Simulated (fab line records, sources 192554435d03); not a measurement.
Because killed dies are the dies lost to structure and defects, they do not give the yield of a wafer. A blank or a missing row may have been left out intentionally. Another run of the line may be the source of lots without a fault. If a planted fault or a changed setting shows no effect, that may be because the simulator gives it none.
Chamber matching || flow n5_finfet || rie_diel-06 running N5_BEOL_M11_STRIP_19: 4 sister chambers
The step strips in O2. 4 wafers are shown with their chamber, then 12 later ones without.

WAFERS, EACH WITH ITS CHAMBER
{"wafer": "L084.6", "chamber": 0, "showerhead_plenum_p_Torr (Torr)": 2.01}
{"wafer": "L086.1", "chamber": 2, "showerhead_plenum_p_Torr (Torr)": 2.15}
{"wafer": "L086.2", "chamber": 3, "showerhead_plenum_p_Torr (Torr)": 2.17}
{"wafer": "L086.4", "chamber": 1, "showerhead_plenum_p_Torr (Torr)": 2.06}

WAFERS WITH NO CHAMBER GIVEN
{"wafer": "L087.1", "showerhead_plenum_p_Torr (Torr)": 2.15}
{"wafer": "L087.2", "showerhead_plenum_p_Torr (Torr)": 2.16}
{"wafer": "L087.3", "showerhead_plenum_p_Torr (Torr)": 2.01}
{"wafer": "L087.4", "showerhead_plenum_p_Torr (Torr)": 2.15}
{"wafer": "L087.5", "showerhead_plenum_p_Torr (Torr)": 2.01}
{"wafer": "L087.6", "showerhead_plenum_p_Torr (Torr)": 2.16}
{"wafer": "L096.1", "showerhead_plenum_p_Torr (Torr)": 2.00}
{"wafer": "L096.2", "showerhead_plenum_p_Torr (Torr)": 2.16}
{"wafer": "L096.3", "showerhead_plenum_p_Torr (Torr)": 2.15}
{"wafer": "L096.4", "showerhead_plenum_p_Torr (Torr)": 2.06}
{"wafer": "L096.5", "showerhead_plenum_p_Torr (Torr)": 2.16}
{"wafer": "L096.6", "showerhead_plenum_p_Torr (Torr)": 2.00}

WHICH CHAMBER EACH WENT THROUGH
{"wafer": "L087.1", "from the rows above": 2, "in truth": 2}
{"wafer": "L087.2", "from the rows above": "can't be placed: 3 or 2", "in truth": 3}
{"wafer": "L087.3", "from the rows above": 0, "in truth": 0}
{"wafer": "L087.4", "from the rows above": 2, "in truth": 2}
{"wafer": "L087.5", "from the rows above": 0, "in truth": 0}
{"wafer": "L087.6", "from the rows above": "can't be placed: 3 or 2", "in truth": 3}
{"wafer": "L096.1", "from the rows above": 0, "in truth": 0}
{"wafer": "L096.2", "from the rows above": "can't be placed: 3 or 2", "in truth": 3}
{"wafer": "L096.3", "from the rows above": 2, "in truth": 2}
{"wafer": "L096.4", "from the rows above": 1, "in truth": 1}
{"wafer": "L096.5", "from the rows above": "can't be placed: 3 or 2", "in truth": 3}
{"wafer": "L096.6", "from the rows above": 0, "in truth": 0}
Correct placement for 8 of the 12. From these rows, 4 cannot be placed; in 4 the true chamber is one of the candidates. Placed wrongly: 0.
How it was worked out, from the rows above alone: a wafer's distance from a chamber is the root of the sum, over the readings, of the square of ((its reading less the chamber's mean) divided by the reading's scatter). If the next closest chamber is less than 2 further off than the closest, the wafer can't be placed; otherwise it belongs to the closest. The mean given for a chamber averages the wafers shown for that chamber. The scatter: with one shown wafer a chamber, the root of the mean of the squares of how far each hidden wafer lies from its nearest shown one.
